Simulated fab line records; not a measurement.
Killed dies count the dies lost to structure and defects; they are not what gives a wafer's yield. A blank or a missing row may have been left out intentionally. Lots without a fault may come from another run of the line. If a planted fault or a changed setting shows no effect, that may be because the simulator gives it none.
fab line records -- flow n5_finfet
record: lots: 6, wafers: 18, last_day: 17
route steps=1938 shown MOL_CONTACT_COAG@587
lots with no fault: from the same line, run without faults
start_h: hours from the record's opening day to when the first of the lot's shown wafers began -- wait_h: hours elapsed since this lot's preceding step -- " repeats the value in the row above -- L1.1+2: one row covering several wafers at once -- - value missing, or start not given -- * or withheld: withheld -- < > ~ a bound
route shown NAME@n: names a module that has steps shown in the file, with the first one's number in the route -- usual: mean/standard deviation of fault-free wafers -- same: alike in all rows -- chamber/n: place in a boat -- sites: per-site readings -- _std_site: how widely they spread, as a standard deviation -- _edge_site: mean of outer sites minus mean of inner sites -- radius_mm: for every site, how far away it sits from the centre of the wafer -- mask NAME#n: copy n -- behind: the last tool/chamber to shape the wafer -- hold: reason for holding the lot/hours on hold/outcome of the hold -- device: whichever transistor did not switch (one of n, p or np) -- end of line: the tests these same wafers got at the end of their route -- step lacking rows: just its recipe -- killed: count of dies lost to structure and defects at first sort (not the wafer's yield) -- map: a wafer's dies, x killed, . not, _ none there
set.NAME: the setting that was run; set.NAME@STEP: the one run at that earlier step -- model.NAME: the simulator's own value behind a step, which no gauge read
certain route steps with their lots: each step a table, each wafer a row
services: a tool's chamber out of use, with start hour (start_h, from the record's first day; less than 0 if before it), hours out, and reason
== steps ==
step: N5_MOL_CONTACT_COAG_STRIP_96
recipe: chemistry: N2/H2, power_w: 500, temp_c: 40, pressure_mtorr: 50, rf_frequency_hz: 6e+07, overash_fraction: 0.3, bias_power_w: 28, h2_frac: 0.5, n2_flow_sccm: 300, h2_flow_sccm: 300
usual: drypump_motor_current_A: 5.9/0.45, h2_flow_sccm: 300.0/1, oes_product_au: 0.79/0.074, rf_vpp_V: 121.8/1.1, showerhead_plenum_p_Torr: 3.33/0.092, throttle_valve_pct: 18.8/0.4
lot.wafer,tool,chamber,start_h,wait_h,drypump_motor_current_A,h2_flow_sccm,oes_product_au,rf_hours_counter_h,rf_vpp_V,showerhead_plenum_p_Torr,throttle_valve_pct
L686.4,rie_diel-01,2,158.73,0.0,6.4,300.7,0.77,-,120.8,3.35,19.3
L686.5,rie_diel-01,0,158.73,0.0,5.7,301.4,0.75,-,120.9,3.35,18.4
L686.6,rie_diel-01,1,158.73,0.0,6.0,300.0,0.86,-,122.1,3.40,19.1
L687.2,rie_diel-01,1,163.54,0.0,6.0,298.2,0.87,75,120.3,3.39,19.1
L687.3,rie_diel-01,0,163.54,0.0,5.7,301.3,0.75,166,122.8,3.35,18.4
L687.4,rie_diel-01,1,163.54,0.0,6.0,299.5,0.86,-,120.8,3.39,19.1
L688.1,rie_diel-01,0,168.40,0.0,5.7,298.9,0.74,168,120.9,3.35,18.4
L688.2,rie_diel-01,1,168.40,0.0,6.0,300.7,0.85,77,120.6,3.39,19.1
L688.4,rie_diel-01,1,168.40,0.0,6.0,301.1,0.85,-,121.0,3.39,19.1
L689.3,rie_diel-04,0,171.73,0.0,5.7,299.4,0.81,87,121.9,3.25,19.2
L689.4,rie_diel-04,1,171.73,0.0,5.6,298.8,0.67,237,122.1,3.45,19.1
L689.5,rie_diel-04,3,171.73,0.0,6.2,300.4,0.78,-,119.3,3.26,18.2
L690.2,rie_diel-04,0,177.44,0.0,5.7,300.1,0.81,89,121.6,3.25,19.2
L690.5,rie_diel-04,2,177.44,0.0,5.0,300.6,0.72,-,121.3,3.20,18.6
L690.6,rie_diel-04,1,177.44,0.0,5.6,301.2,0.67,-,121.9,3.44,19.1
L699.1,rie_diel-04,2,229.74,0.0,5.0,298.8,0.69,221,120.1,3.19,18.6
L699.3,rie_diel-04,0,229.74,0.0,5.7,300.2,0.79,112,121.4,3.24,19.3
L699.5,rie_diel-04,0,229.74,0.0,5.7,300.3,0.78,-,119.8,3.24,19.3
step: N5_MOL_CONTACT_COAG_ETCH_47
recipe: chemistry: CH3F/O2, target: SiNx, target_depth_a: 270, mask_material: SiO2, stop_on: W, over_etch_frac: 0.2, ion_energy_ev: 120, endpoint: OES-CN, pressure_mtorr: 30, source_w: 395, bias_w: 73, Ar_flow_sccm: 150, CH3F_flow_sccm: 30, O2_flow_sccm: 20, ends: end_point
usual: drypump_motor_current_A: 5.8/0.45, etch_rf_on_time_s: 31.0/0.48, oes_f_703_au: 0.78/0.068, oes_product_au: 0.70/0.067, rf_vpp_V: 298.9/2.3, showerhead_plenum_p_Torr: 1.99/0.058, throttle_valve_pct: 16.32/0.26
same: over_etch_frac: 0.2
lot.wafer,tool,chamber,start_h,wait_h,drypump_motor_current_A,etch_rf_on_time_s,oes_f_703_au,oes_product_au,rf_hours_counter_h,rf_vpp_V,showerhead_plenum_p_Torr,throttle_valve_pct
L686.4,rie_diel-01,2,158.78,0.0,6.4,30.9,0.77,0.69,-,298.7,2.00,16.78
L686.5,rie_diel-01,0,158.78,0.0,5.7,31.1,0.75,0.67,-,297.4,2.00,16.13
L686.6,rie_diel-01,1,158.78,0.0,6.0,30.4,0.84,0.77,-,300.7,2.03,16.35
L687.2,rie_diel-01,1,163.58,0.0,6.0,30.8,0.83,0.77,75,301.5,2.03,16.35
L687.3,rie_diel-01,0,163.58,0.0,5.7,31.1,0.75,0.67,166,298.1,2.00,16.13
L687.4,rie_diel-01,1,163.58,0.0,6.0,31.0,0.83,0.76,-,301.2,2.03,16.36
L688.1,rie_diel-01,0,168.44,0.0,5.7,31.1,0.75,0.67,168,298.6,2.00,16.13
L688.2,rie_diel-01,1,168.44,0.0,6.0,30.9,0.83,0.76,77,300.6,2.03,16.34
L688.4,rie_diel-01,1,168.44,0.0,6.0,30.6,0.83,0.77,-,300.4,2.03,16.37
L689.3,rie_diel-04,0,171.77,0.0,5.7,30.9,0.82,0.73,87,295.6,1.94,16.54
L689.4,rie_diel-04,1,171.77,0.0,5.6,31.3,0.68,0.60,237,297.4,2.06,16.48
L689.5,rie_diel-04,3,171.77,0.0,6.2,30.5,0.79,0.72,-,301.1,1.94,16.02
L690.2,rie_diel-04,0,177.48,0.0,5.6,30.8,0.81,0.73,89,297.1,1.94,16.55
L690.5,rie_diel-04,2,177.48,0.0,4.9,31.8,0.69,0.64,-,296.8,1.91,16.16
L690.6,rie_diel-04,1,177.48,0.0,5.7,31.1,0.68,0.60,-,298.2,2.06,16.47
L699.1,rie_diel-04,2,229.78,0.0,5.0,32.2,0.69,0.61,221,296.8,1.90,16.17
L699.3,rie_diel-04,0,229.78,0.0,5.7,30.9,0.78,0.70,112,297.3,1.93,16.60
L699.5,rie_diel-04,0,229.78,0.0,5.7,31.0,0.79,0.70,-,295.8,1.93,16.61
step: N5_MOL_CONTACT_COAG_STRIP_119
recipe: chemistry: N2/H2, time_s: 30, power_w: 1000, temp_c: 250, pressure_mtorr: withheld, n2_flow_sccm: 1750, h2_flow_sccm: 3250
usual: drypump_motor_current_A: 6.2/0.37, h2_flow_sccm: 3248/10, heater_power_w: 351/28
same: time_s: 30
lot.wafer,tool,chamber,start_h,wait_h,drypump_motor_current_A,h2_flow_sccm,heater_power_w,rf_hours_counter_h
L686.4,plasma_asher-01,0,158.85,0.0,6.1,3241,349,-
L686.5,plasma_asher-01,0,158.85,0.0,6.1,3245,345,-
L686.6,plasma_asher-01,1,158.85,0.0,6.5,3271,323,-
L687.2,plasma_asher-02,0,163.66,0.1,6.5,3263,379,58
L687.3,plasma_asher-02,0,163.66,0.1,6.5,3257,384,-
L687.4,plasma_asher-02,1,163.66,0.1,5.6,3235,361,-
L688.1,plasma_asher-01,0,168.52,0.1,6.1,3236,352,103
L688.2,plasma_asher-01,1,168.52,0.1,6.5,3251,313,103
L688.4,plasma_asher-01,1,168.52,0.1,6.5,3252,312,-
L689.3,plasma_asher-02,1,171.87,0.1,5.6,3257,355,-
L689.4,plasma_asher-02,0,171.87,0.1,6.5,3259,395,-
L689.5,plasma_asher-02,0,171.87,0.1,6.5,3236,392,-
L690.2,plasma_asher-02,0,177.56,0.1,6.5,3249,385,60
L690.5,plasma_asher-02,0,177.56,0.1,6.5,3236,388,-
L690.6,plasma_asher-02,1,177.56,0.1,5.5,3242,368,-
L699.1,plasma_asher-01,1,229.86,0.1,6.5,3240,313,116
L699.3,plasma_asher-01,1,229.86,0.1,6.4,3237,320,-
L699.5,plasma_asher-01,1,229.86,0.1,6.5,3243,314,-
step: N5_MOL_CONTACT_COAG_PRECLEAN_144
recipe: chemistry: alkaline_clean, temp_c: 60, time_s: 60, do_ppb: 50
step: N5_MOL_CONTACT_COAG_SRD_145
recipe: dry: ipa_marangoni, time_s: 30, temp_c: 23, rinse_liquid: diw
step: N5_MOL_CONTACT_COAG_CD_MEAS_137
recipe: target_cd_nm: 16
usual: cd_nm: 15.99/0.26
lot.wafer,tool,chamber,start_h,wait_h,cd_nm
L686.4,cd_sem-02,-,158.99,0.0,16.11
L686.5,cd_sem-02,-,158.99,0.0,15.93
L686.6,cd_sem-02,-,158.99,0.0,16.37
L687.2,cd_sem-03,-,163.81,0.0,16.07
L687.3,cd_sem-03,-,163.81,0.0,15.95
L687.4,cd_sem-03,-,163.81,0.0,15.82
L688.1,cd_sem-01,-,168.67,0.0,15.75
L688.2,cd_sem-01,-,168.67,0.0,16.11
L688.4,cd_sem-01,-,168.67,0.0,15.66
L689.3,cd_sem-01,-,172.00,0.0,15.74
L689.4,cd_sem-01,-,172.00,0.0,15.68
L689.5,cd_sem-01,-,172.00,0.0,15.68
L690.2,cd_sem-03,-,177.71,0.0,15.91
L690.5,cd_sem-03,-,177.71,0.0,16.30
L690.6,cd_sem-03,-,177.71,0.0,16.33
L699.1,cd_sem-03,-,230.01,0.0,15.50
L699.3,cd_sem-03,-,230.01,0.0,16.37
L699.5,cd_sem-03,-,230.01,0.0,15.67
step: N5_MOL_CONTACT_COAG_COAT_62
recipe: resist: SOC, temp_c: 250, time_s: 60, spin_rpm: 1500, resist_thk_nm: 60
step: N5_MOL_CONTACT_COAG_COAT_63
recipe: resist: SiARC, temp_c: 220, time_s: 60, spin_rpm: 1500, resist_thk_nm: 10
step: N5_MOL_CONTACT_COAG_COAT_64
recipe: resist: underlayer, temp_c: 205, time_s: 60, spin_rpm: 1500, resist_thk_nm: 10
step: N5_MOL_CONTACT_COAG_COAT_34
recipe: resist: CAR-EUV, spin_rpm: 1500, resist_thk_nm: 40
step: N5_MOL_CONTACT_COAG_EBR_36
recipe: solvent: PGMEA, ebr_width_mm: 1.5
step: N5_MOL_CONTACT_COAG_SOFTBAKE_35
recipe: temp_c: 110, time_s: 60, resist: CAR-EUV
step: N5_MOL_CONTACT_COAG_EXPOSE_37
recipe: mask_id: VD, na: 0.33, source_shape: annular, sigma_inner: 0.3, sigma_outer: 0.7, polarization: unpolarized, defocus_nm: 0, dose_mj: 62
usual: exposure_dose_mJ_cm2: 62.8/0.74, focus_offset_nm: -0.1/0.5
lot.wafer,tool,chamber,start_h,wait_h,mask,exposure_dose_mJ_cm2,focus_offset_nm
L686.4,euv_scanner-02,0,159.19,-,VD#0,61.9,0.0
L686.5,euv_scanner-02,0,159.19,-,VD#0,61.9,-0.8
L686.6,euv_scanner-02,0,159.19,-,VD#0,61.9,-0.8
L687.2,euv_scanner-02,-,163.99,-,VD#0,-,-
L687.3,euv_scanner-02,-,163.99,-,VD#0,-,-
L687.4,euv_scanner-02,-,163.99,-,VD#0,-,-
L688.1,euv_scanner-01,-,168.96,-,VD#0,-,-
L688.2,euv_scanner-01,-,168.96,-,VD#0,-,-
L688.4,euv_scanner-01,-,168.96,-,VD#0,-,-
L689.3,euv_scanner-02,0,172.32,-,VD#0,62.1,-0.8
L689.4,euv_scanner-02,0,172.32,-,VD#0,62.1,-0.1
L689.5,euv_scanner-02,0,172.32,-,VD#0,62.0,-0.3
L690.2,euv_scanner-01,0,178.01,-,VD#0,63.4,-0.2
L690.5,euv_scanner-01,0,178.01,-,VD#0,63.5,0.0
L690.6,euv_scanner-01,0,178.01,-,VD#0,63.4,0.0
L699.1,euv_scanner-01,0,230.18,-,VD#0,63.5,0.4
L699.3,euv_scanner-01,0,230.18,-,VD#0,63.4,-0.6
L699.5,euv_scanner-01,0,230.18,-,VD#0,63.5,-0.4
step: N5_MOL_CONTACT_COAG_PEB_38
recipe: peb_temp_c: 100, peb_time_s: 60, resist: CAR-EUV
== services ==
tool,chamber,start_h,hours,kind
plasma_asher-01,-,140.75,0.4,repair
euv_scanner-02,-,140.81,4.6,pm
rie_diel-01,0,143.31,8.5,repair
rie_diel-01,3,144.31,29.9,repair
plasma_asher-02,-,147.84,3.4,repair
euv_scanner-02,-,153.25,5.8,pm
euv_scanner-01,-,167.31,1.0,pm
euv_scanner-02,-,177.38,1.3,repair
rie_diel-01,3,179.40,9.7,repair
plasma_asher-01,-,179.77,0.4,repair
plasma_asher-02,-,180.98,1.5,repair
euv_scanner-02,-,181.90,1.0,pm
plasma_asher-02,-,184.55,2.6,repair
rie_diel-01,3,189.25,4.4,repair
rie_diel-04,1,204.31,-,clean
rie_diel-04,1,204.31,-,consumable_replace:focus_ring
rie_diel-04,1,204.31,27.6,scheduled_down
rie_diel-04,1,204.31,27.6,vent_cycle
euv_scanner-01,-,208.50,4.6,pm
rie_diel-01,3,218.62,7.3,repair
euv_scanner-01,-,223.51,1.0,pm
== key ==
first_sign: step: N5_MOL_CONTACT_COAG_EXPOSE_37, reading: tool_record, direction: missing
effect none on later readings
met_at N5_MOL_CONTACT_COAG_EXPOSE_37
struck_wafers L687.2,L687.3,L687.4,L688.1,L688.2,L688.4
later_rows_left_out L687.2,L687.3,L687.4,L688.1,L688.2,L688.4
sort_left_out L687.2,L687.3,L687.4,L688.1,L688.2,L688.4
onset_between 159.19 163.99
fault: kind: skipped_step_whole, tool: euv_scanner-01,euv_scanner-02, chamber: -, onset_h: 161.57, steps: N5_MOL_CONTACT_COAG_EXPOSE_37, scope: struck_lots_only
sort_left_out: the simulated sort isn't trusted on such a fault, so these wafers' sort isn't shown, and their yield isn't known
later_rows_left_out: the simulator's readings of these wafers behind a module that went badly wrong aren't trusted and aren't shown, but for the sort
